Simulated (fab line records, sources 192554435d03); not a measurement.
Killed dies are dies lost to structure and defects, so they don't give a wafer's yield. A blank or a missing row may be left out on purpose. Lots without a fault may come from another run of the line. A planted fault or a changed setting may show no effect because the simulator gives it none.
fab line records | flow n5_finfet
record lots=6 wafers=18 last_day=17
route steps=1938 shown BEOL_M4@1064 PASSIVATION@1936
lots that met no fault: from a run of the same line without faults
start_h: hours from the record's first day to the start of the lot's first wafer shown | wait_h: hours since the lot's step before | " the same as in the row above | L1.1+2: a row that stands for several wafers | - no value, or no start given | * or withheld: withheld | < > ~ a bound
route shown NAME@n: a module of which the file shows steps, and the number in the route of the first | usual: mean/standard deviation of fault-free wafers | same: alike in all rows | chamber/n: place in a boat | sites: the reading at each site | _std_site: their standard deviation | _edge_site: outer sites' mean less inner sites' | radius_mm: how far each site lies from the wafer's centre | mask NAME#n: copy n | behind: the tool/chamber that last shaped the wafer | hold: why the lot was held/for how many hours/how that ended | device: the transistor (n, p or np) that didn't switch | end of line: the same wafers' tests at the end of the route | a step without rows: its recipe alone | killed: dies lost to structure and defects at the first sort, not the wafer's yield | map: a wafer's dies, x killed, . not, _ none there
set.NAME: the setting as run; set.NAME@STEP: as run at that earlier step | model.NAME: the simulator's own value behind a step, which no gauge read
lots at some steps of the route; a table a step, a row a wafer
services: from which hour (start_h, from the record's first day; less than 0 if before it) a tool's chamber was out of use, for how many hours, and why
## steps
# step N5_BEOL_M4_ETCH_70
# recipe chemistry=N2/H2 target=SOC target_depth_a=800 overetch_a=240 mask_material=SiARC temp_c=40 time_s=130 ion_energy_ev=200 pressure_mtorr=30 source_w=840 bias_w=150 n2_flow_sccm=200 h2_flow_sccm=200
# step N5_BEOL_M4_STRIP_71
# recipe chemistry=N2/H2 temp_c=40 n2_flow_sccm=200 h2_flow_sccm=200 rf_frequency_hz=6e+07
# step N5_BEOL_M4_STRIP_78
# recipe chemistry=N2/H2 temp_c=40 n2_flow_sccm=200 h2_flow_sccm=200 rf_frequency_hz=6e+07
# step N5_BEOL_M4_VIA_ETCH_34
# recipe chemistry=C4F6/O2 target_depth_a=694 mask_material=SOC pressure_mtorr=15 ion_energy_ev=250 taper_deg=4 time_s=65.9 source_w=350 bias_w=170 Ar_flow_sccm=300 C4F6_flow_sccm=10 O2_flow_sccm=10
# step N5_BEOL_M4_STRIP_83
# recipe chemistry=C4F6/O2 resist=SiARC rf_frequency_hz=6e+07
# step N5_BEOL_M4_STRIP_36
# recipe chemistry=N2/H2 power_w=450 temp_c=40 pressure_mtorr=20 rf_frequency_hz=6e+07 overash_fraction=0.3 bias_power_w=7 h2_frac=0.5 n2_flow_sccm=200 h2_flow_sccm=200
# step N5_BEOL_M4_TRENCH_ETCH_37
# recipe chemistry=C4F6/O2 target_depth_a=555.55 target=SiOC time_s=29.2 ion_energy_ev=250 pressure_mtorr=30 source_w=355 bias_w=185 Ar_flow_sccm=300 C4F6_flow_sccm=10 O2_flow_sccm=10
# step N5_BEOL_M4_ETCH_41
# recipe chemistry=CH3F/O2 target=SiCN target_depth_a=299 taper_deg=2 time_s=52.5 ion_energy_ev=120 mask_material=TiN pressure_mtorr=30 source_w=395 bias_w=75 Ar_flow_sccm=150 CH3F_flow_sccm=30 O2_flow_sccm=20
# step N5_BEOL_M4_STRIP_97
# recipe chemistry=N2/H2 time_s=10 power_w=450 temp_c=40 pressure_mtorr=20 rf_frequency_hz=6e+07 bias_power_w=7 n2_flow_sccm=200 h2_flow_sccm=200
# step N5_BEOL_M4_OCD_MEAS_38
# usual trench_depth_nm=55.3/0.78
# columns lot.wafer tool chamber start_h wait_h trench_depth_nm
L988.1 ocd-01 - 204.99 - 56.9
L988.3 " - " " 55.1
L988.5 " - " " 56.8
L989.1 ocd-01 - 226.79 - 56.5
L989.2 " - " " 54.0
L989.4 " - " " 56.2
L991.1 ocd-02 - 233.98 - 54.2
L991.2 " - " " 54.4
L991.4 " - " " 54.7
L997.3 ocd-01 - 265.26 - 54.8
L997.4 " - " " 55.6
L997.6 " - " " 55.2
L998.4 ocd-01 - 283.42 - 55.9
L998.5 " - " " 55.7
L998.6 " - " " 55.8
L103.2 ocd-01 - 293.93 - 55.8
L103.4 " - " " 54.3
L103.5 " - " " 56.0
# step N5_BEOL_M4_HM_STRIP_39
# recipe chemistry=peroxide_tin_strip material=TiN target_depth_a=250 temp_c=50 time_s=158
# step N5_BEOL_M4_SRD_40
# recipe time_s=30 temp_c=23 rinse_liquid=diw dry=ipa_marangoni
# step N5_BEOL_M4_PRECLEAN_42
# recipe chemistry=residue_remover time_s=60 temp_c=40
# usual bath_guard_temp_C=39.9/0.47
# columns lot.wafer tool chamber start_h wait_h bath_guard_temp_C
L988.1 wet_bench-04 3 205.08 0.0 39.8
L988.3 " 0 " " 39.7
L988.5 " 4 " " 40.2
L989.1 wet_bench-05 6 226.88 0.0 38.9
L989.2 " 5 " " 39.9
L989.4 " 3 " " 39.9
L991.1 wet_bench-01 2 234.08 0.0 39.8
L991.2 " 0 " " 40.0
L991.4 " 4 " " 39.6
L997.3 wet_bench-04 1 265.35 0.0 40.7
L997.4 " 4 " " 40.5
L997.6 " 7 " " 39.5
L998.4 wet_bench-04 4 283.51 0.0 40.2
L998.5 " 6 " " 40.0
L998.6 " 7 " " 39.6
L103.2 wet_bench-05 6 294.02 0.0 39.1
L103.4 " 2 " " 39.6
L103.5 " 0 " " 40.6
# step N5_BEOL_M4_SRD_43
# recipe time_s=30 temp_c=23 rinse_liquid=diw dry=ipa_marangoni
# step N5_BEOL_M4_CD_MEAS_35
# recipe target_cd_nm=18 target_cd_y_nm=22.4 polarity=opening
# usual cd_nm=18.0/0.35
# columns lot.wafer tool chamber start_h wait_h cd_nm
L988.1 cd_sem-03 - 205.14 0.0 18.0
L988.3 " - " " 17.9
L988.5 " - " " 17.9
L989.1 cd_sem-03 - 226.94 0.0 18.2
L989.2 " - " " 18.4
L989.4 " - " " 18.1
L991.1 cd_sem-03 - 234.13 0.0 17.9
L991.2 " - " " 18.0
L991.4 " - " " 17.6
L997.3 cd_sem-01 - 265.41 0.0 17.7
L997.4 " - " " 17.8
L997.6 " - " " 17.7
L998.4 cd_sem-03 - 283.57 0.0 17.7
L998.5 " - " " 17.4
L998.6 " - " " 17.1
L103.2 cd_sem-03 - 294.08 0.0 18.3
L103.4 " - " " 18.2
L103.5 " - " " 17.9
# step N5_BEOL_M4_DEGAS_44
# recipe ambient=vacuum temp_c=250 time_s=60
# usual heater_power_w=337/34
# columns lot.wafer tool chamber start_h wait_h heater_power_w
L988.1 pvd_sputter-03 - 205.55 0.4 289
L988.3 " - " " 355
L988.5 " - " " 281
L989.1 pvd_sputter-03 - 227.19 0.2 359
L989.2 " - " " 291
L989.4 " - " " 402
L991.1 pvd_sputter-02 - 234.24 0.1 325
L991.2 " - " " 377
L991.4 " - " " 343
L997.3 pvd_sputter-03 - 265.91 0.5 352
L997.4 " - " " 283
L997.6 " - " " 289
L998.4 pvd_sputter-03 - 283.80 0.2 296
L998.5 " - " " 405
L998.6 " - " " 294
L103.2 pvd_sputter-01 - 294.75 0.7 310
L103.4 " - " " 354
L103.5 " - " " 330
# step N5_BEOL_M4_PRE_CLEAN_45
# recipe gas=H2/He time_s=30 temp_c=250
# step N5_BEOL_M4_ALD_84
# recipe material=TaN target_thk_a=* temp_c=275 ald_precursor_family=PDMAT ald_co_reactant=NH3 pressure_torr=3 carrier_flow_sccm=1500 pulse_time_s=2 purge_time_s=3 co_reactant_purge_time_s=2 co_reactant_pulse_time_s=3 ald_cycles=30 precursor_vessel_temp_c=75 precursor_vessel_pressure_torr=26.25 precursor_vessel_carrier_sccm=1000
# step N5_BEOL_M4_SURFACE_TREAT_85
# recipe gas=Ar time_s=* ion_energy_ev=* ion_current_ma_cm2=0.5 pressure_mtorr=* ar_flow_sccm=30
# step N5_BEOL_M4_CVD_47
# recipe material=Co target_thk_a=30 temp_c=withheld precursor=CCTBA/H2 pressure_torr=30 time_s=223.8
# step N5_BEOL_M4_SPUTTER_48
# recipe material=Cu target_thk_a=45 temp_c=-20 chamber_pressure_pa=0.07 power_w=withheld time_s=8.29
# step N5_BEOL_M4_ANNEAL_49
# recipe temp_c=400 time_s=240 ambient=vacuum
# step N5_BEOL_M4_SPUTTER_79
# recipe material=Cu target_thk_a=45 temp_c=-20 chamber_pressure_pa=0.07 power_w=withheld time_s=8.29
# step N5_BEOL_M4_ANNEAL_80
# recipe temp_c=400 time_s=240 ambient=vacuum
# step N5_BEOL_M4_SPUTTER_81
# recipe material=Cu target_thk_a=45 temp_c=-20 chamber_pressure_pa=0.07 power_w=withheld time_s=8.29
# step N5_BEOL_M4_ANNEAL_82
# recipe temp_c=400 time_s=240 ambient=vacuum
# usual heater_power_w=842/83
# columns lot.wafer tool chamber start_h wait_h heater_power_w
L988.1 pvd_sputter-01 - 207.07 0.0 899
L988.3 " - " " 851
L988.5 " - " " 796
L989.1 pvd_sputter-02 - 228.58 0.0 977
L989.2 " - " " 855
L989.4 " - " " 865
L991.1 pvd_sputter-03 - 235.51 0.0 718
L991.2 " - " " 699
L991.4 " - " " 1007
L997.3 pvd_sputter-03 - 267.11 0.0 722
L997.4 " - " " 701
L997.6 " - " " 719
L998.4 pvd_sputter-03 - 285.08 0.0 898
L998.5 " - " " 700
L998.6 " - " " 900
L103.2 pvd_sputter-01 - 296.01 0.0 793
L103.4 " - " " 861
L103.5 " - " " 781
# step N5_BEOL_M4_SPUTTER_86
# recipe material=Cu target_thk_a=45 temp_c=-20 chamber_pressure_pa=0.07 power_w=withheld time_s=8.29
# usual chamber_pressure_pa=0.06998/0.00014 throttle_valve_pct=30.2/1.2
# columns lot.wafer tool chamber start_h wait_h chamber_pressure_pa throttle_valve_pct
L988.1 pvd_sputter-01 - 207.21 0.1 0.06989 32.0
L988.3 " - " " 0.06987 30.6
L988.5 " - " " 0.06998 31.9
L989.1 pvd_sputter-02 - 228.72 0.1 0.06989 28.1
L989.2 " - " " 0.06994 28.6
L989.4 " - " " 0.07007 29.2
L991.1 pvd_sputter-03 - 235.65 0.1 0.06981 29.8
L991.2 " - " " 0.06999 30.8
L991.4 " - " " 0.07007 30.5
L997.3 pvd_sputter-03 - 267.25 0.1 0.06986 30.6
L997.4 " - " " 0.07022 29.4
L997.6 " - " " 0.06987 29.8
L998.4 pvd_sputter-03 - 285.22 0.1 0.06978 29.2
L998.5 " - " " 0.06997 30.5
L998.6 " - " " 0.06975 29.7
L103.2 pvd_sputter-01 - 296.15 0.1 0.06991 31.4
L103.4 " - " " 0.07003 30.9
L103.5 " - " " 0.07002 32.3
# step N5_BEOL_M4_ANNEAL_87
# recipe temp_c=400 time_s=240 ambient=vacuum
# step N5_BEOL_M4_SPUTTER_88
# recipe material=Cu target_thk_a=45 temp_c=-20 chamber_pressure_pa=0.07 power_w=withheld time_s=8.29
# step N5_BEOL_M4_ANNEAL_89
# recipe temp_c=400 time_s=240 ambient=vacuum
# usual heater_power_w=841/80
# columns lot.wafer tool chamber start_h wait_h heater_power_w
L988.1 pvd_sputter-01 - 207.51 0.0 887
L988.3 " - " " 852
L988.5 " - " " 811
L989.1 pvd_sputter-02 - 229.02 0.0 968
L989.2 " - " " 846
L989.4 " - " " 859
L991.1 pvd_sputter-03 - 235.95 0.0 714
L991.2 " - " " 715
L991.4 " - " " 1013
L997.3 pvd_sputter-03 - 267.55 0.0 706
L997.4 " - " " 734
L997.6 " - " " 744
L998.4 pvd_sputter-03 - 285.52 0.0 899
L998.5 " - " " 712
L998.6 " - " " 911
L103.2 pvd_sputter-01 - 296.45 0.0 792
L103.4 " - " " 832
L103.5 " - " " 800
# step N5_BEOL_M4_SPUTTER_90
# recipe material=Cu target_thk_a=45 temp_c=-20 chamber_pressure_pa=0.07 power_w=withheld time_s=8.29
# step N5_BEOL_M4_ANNEAL_91
# recipe temp_c=400 time_s=240 ambient=vacuum
# step N5_BEOL_M4_SPUTTER_92
# recipe material=Cu target_thk_a=45 temp_c=-20 chamber_pressure_pa=0.07 power_w=withheld time_s=8.29
# step N5_BEOL_M4_ANNEAL_93
# recipe temp_c=400 time_s=240 ambient=vacuum
# step N5_BEOL_M4_SPUTTER_94
# recipe material=Cu target_thk_a=45 temp_c=-20 chamber_pressure_pa=0.07 power_w=withheld time_s=8.29
# step N5_BEOL_M4_ANNEAL_95
# recipe temp_c=400 time_s=240 ambient=vacuum
# step N5_BEOL_M4_SPUTTER_96
# recipe material=Cu target_thk_a=45 temp_c=-20 chamber_pressure_pa=0.07 power_w=withheld time_s=8.29
# step N5_BEOL_M4_ECD_50
# recipe material=Cu target_thk_a=3000
# step N5_BEOL_M4_ANNEAL_51
# recipe temp_c=225 time_s=90 ambient=N2
# usual wafer_temp_C_max=226.7/0.43
# columns lot.wafer tool chamber start_h wait_h wafer_temp_C_max
L988.1 rtp_anneal-01 0 209.06 0.6 226.4
L988.3 " 0 " " 226.7
L988.5 " 0 " " 226.4
L989.1 rtp_anneal-02 0 230.02 0.1 226.6
L989.2 " 0 " " 227.4
L989.4 " 0 " " 226.9
L991.1 rtp_anneal-02 0 236.94 0.1 227.1
L991.2 " 0 " " 226.5
L991.4 " 0 " " 227.2
L997.3 rtp_anneal-02 0 268.64 0.1 226.3
L997.4 " 0 " " 227.0
L997.6 " 0 " " 226.2
L998.4 rtp_anneal-02 0 286.65 0.2 227.0
L998.5 " 0 " " 228.7
L998.6 " 0 " " 227.6
L103.2 rtp_anneal-01 0 297.49 0.1 226.4
L103.4 " 0 " " 226.3
L103.5 " 0 " " 226.7
# step N5_BEOL_M4_CMP_52
# recipe stop_on=SiOC t_overpolish_s=6.8 down_force_psi=1 platen_rpm=50 clearing_platen_down_force_psi=1.5 clearing_platen_rpm=50 post_cmp_clean=cu_alkaline target_thk_nm=40 clearing_platen_pad_velocity_m_s=0.99484 pad_velocity_m_s=0.99484
# step N5_BEOL_M4_THK_MEAS_53
# recipe thk_meas_gauge=xrf reads=Cu_of_BEOL_M4_ECD_50
# usual M4_THK=38.8/1.5
# columns lot.wafer tool chamber start_h wait_h M4_THK[nm]
L988.1 film_metro-02 - 211.10 - 39.9
L988.3 " - " " 39.8
L988.5 " - " " 41.3
L989.1 film_metro-02 - 230.90 - 39.9
L989.2 " - " " 38.1
L989.4 " - " " 38.1
L991.1 film_metro-01 - 237.53 - 39.1
L991.2 " - " " 36.9
L991.4 " - " " 40.0
L997.3 film_metro-02 - 269.14 - 37.6
L997.4 " - " " 37.7
L997.6 " - " " 39.3
L998.4 film_metro-01 - 287.34 - 39.1
L998.5 " - " " 39.0
L998.6 " - " " 40.9
L103.2 film_metro-01 - 298.05 - 39.3
L103.4 " - " " 38.5
L103.5 " - " " 41.3
# step N5_BEOL_M4_PRE_CLEAN_60
# recipe gas=NH3/H2 time_s=15 temp_c=* rf_power_w=300
# step N5_PASSIVATION_PROBE_49
# usual defect_limited_yield=91.2/1.4 killed_at_M0_to_M3=32/10 killed_at_M4_up=14/6.2 killed_at_contacts=12/6.3 killed_at_front_end=42/13 killed_at_other=4/3.4 killed_dies=104/17 killed_open=67/12 killed_short=34/8.1 sort_bin_5_function=5.2/0.93 sort_bin_6_memory=3.2/0.65 sort_n_pass=1075/16 sort_yield_pct=91.1/1.4
# same gross_dies=1180 killed_at_back_side=0 sort_bin_4_leakage[%]=0 sort_bin_8_speed[%]=0
# columns lot.wafer tool chamber start_h wait_h defect_limited_yield[%] killed_at_M0_to_M3 killed_at_M4_up killed_at_contacts killed_at_front_end killed_at_other killed_dies killed_open killed_short sort_bin_5_function[%] sort_bin_6_memory[%] sort_n_pass sort_yield_pct[%]
L991.1 prober-02 - 345.73 0.0 90.4 31 12 17 52 1 113 85 27 5.7 3.6 1067 90.4
L991.2 prober-02 - 345.78 0.1 91.8 34 15 16 27 5 97 71 26 5.0 3.1 1083 91.8
L991.4 prober-02 - 345.88 0.2 91.0 41 17 17 28 3 106 65 37 5.3 3.0 1074 91.0
L997.4 prober-01 - 367.69 0.2 80.8 32 114 17 53 11 227 77 46 11.8 5.1 953 80.8
L998.4 prober-01 - 393.83 0.2 82.5 44 115 11 35 2 207 65 36 11.8 3.8 973 82.5
# killed by level:class
L991.1 STI_FIN_REVEAL:geometric_particle:open=31 MOL_CONTACT_COAG:geometric_particle:open=14 BEOL_M0_SAQP:geometric_particle:open=10 FIN_SAQP:geometric_particle:open=5 STI_FIN_REVEAL:geometric_particle:short=5 BEOL_M2:geometric_particle:open=5 BEOL_M0_SAQP:geometric_particle:short=4 BEOL_M4:geometric_particle:open=4
L991.2 MOL_CONTACT_COAG:geometric_particle:open=11 BEOL_M3:geometric_particle:open=9 BEOL_M4:geometric_particle:open=9 FIN_SAQP:geometric_particle:open=6 BEOL_M2:geometric_particle:open=6 FIN_SAQP:geometric_particle:short=5 STI_FIN_REVEAL:geometric_particle:open=5 MOL_CONTACT_COAG:geometric_particle:short=5
L991.4 MOL_CONTACT_COAG:geometric_particle:open=15 BEOL_M0_SAQP:geometric_particle:short=9 BEOL_M0_SAQP:geometric_particle:open=9 BEOL_M4:geometric_particle:open=7 STI_FIN_REVEAL:geometric_particle:open=5 BEOL_M4:geometric_particle:short=5 BEOL_M2:geometric_particle:open=5 BEOL_M3:geometric_particle:open=5
L997.4 BEOL_M4:unspecified=103 MOL_CONTACT_COAG:geometric_particle:open=14 BEOL_M1:geometric_particle:open=11 FIN_SAQP:geometric_particle:short=6 DUMMY_GATE:geometric_particle:open=6 BEOL_M0_SAQP:geometric_particle:open=6 STI_FIN_REVEAL:geometric_particle:open=5 GATE_CUT:geometric_particle:open=5
L998.4 BEOL_M4:unspecified=106 MOL_CONTACT_COAG:geometric_particle:open=11 BEOL_M1:geometric_particle:open=11 BEOL_M0_SAQP:geometric_particle:open=9 FIN_SAQP:geometric_particle:open=7 BEOL_M0_SAQP:geometric_particle:short=6 BEOL_M1:geometric_particle:short=6 FIN_SAQP:geometric_particle:short=5
# map L997.4 (x killed, . not)
_________________......x.....________________
______________.................._____________
___________.....x..................__________
__________....................x.x..._________
________.x...................x.......x_______
_______......xxxx......x.........x.x...______
______...xxxxxxxxx.....x................_____
_____x..xxxxxxxxx.xxx....x..x..........x.____
____x.xxxxxxxxxxxxxx...................x..___
___xxxxxxxxxxxxxxx..x.........x......x...x.__
___..x..xxxxxxxxxxx...........x....x.......__
__..x..xxxxxxxxxx.xxx...xx...............x.._
__.....xxxxxxxxxxx...x.x...x......x.......x._
_..x....xxxxxxxxxxxx.x.....................x.
_.x.x...xxxx.xxx.x............x.x....x..x....
_......x...xx.x....................xx........
_.x.......x...x.x......x....................x
_.x......x............x...x.......x.x......x.
_..............x...x..........x..x...x.......
_...x..x.....................xx.x..x...x.....
_.x.xx..x..x..........x....x.......x.........
__.........x.......x..x.................x..._
__........x......x......x....x....xx...x...._
___..............x......x.........x........__
___......................x...........x.....__
____..x.............x.............x.......___
_____..............x........x............____
______........x........x.x..x..........._____
_______.......................x........______
________.........x..........x.....xxx._______
__________x..x....x................._________
___________...x....................__________
______________.................._____________
_________________x.x.........________________
# map L998.4 (x killed, . not)
_________________............________________
______________.................._____________
___________.x..x.............x.....__________
__________..x....x.x.............x.._________
________..xx.........................._______
_______.....xxx.xx.....x..............x______
______..xxxxxxxxx.x..x.x...........x...._____
_____x..xxxxxxxxx..xx.x.........x.......x____
____..xxxxxxxxxxx.x....x........xx......x.___
___..x..xxxxxxxxxxxx..........x.....x...x.x__
___....xxxxxxxxxxxxx....x...........x......__
__.....xxxxxxxxxxxx........................._
__.....x.xxxxxxxxxxx...........x............_
_....x..xxxxxx.xx.............x........x....x
_..x.x..xxxxxxxx.......x...x...............x.
_..........x....x.................x.........x
_..............x.......x......x..............
_x.......................................x...
_.........x.x.x.......x......................
_....x.xx......................xx..x.........
_x............x..x.....................x...x.
__..................x...x..........x........_
__........x...........x..........x.......x.._
___..................x..x............xx..x.__
___......x...x......x......xx......xx......__
____x..x.................x.......x...x....___
_____...x...........x....................____
______..................x....x.........x_____
_______...........x.........x...x......______
________........x...x................._______
__________...........x..........x..._________
___________...................x..x.__________
______________.....x....x.....x._____________
_________________............________________
## services
# columns tool chamber start_h hours kind
rtp_anneal-01 - 244.69 2.8 pm
## key
first_sign step=N5_PASSIVATION_PROBE_49 reading=killed_at_M4_up direction=up sigmas=16 usual=14 struck=114
effect step=N5_PASSIVATION_PROBE_49 reading=killed_dies direction=up sigmas=6.8 usual=104 struck=217
more_kills_born_at N5_BEOL_M4_PRECLEAN_42@wet_bench-04=209
met_at N5_BEOL_M4_PRECLEAN_42
struck_wafers L997.4,L998.4
onset_between 205.08 265.35
fault kind=chamber_particle_source tool=wet_bench-04 chamber=4 onset_h=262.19 steps=N5_BEOL_M4_PRECLEAN_42 rate_per_visit_cm2=0.54188 end_h=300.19
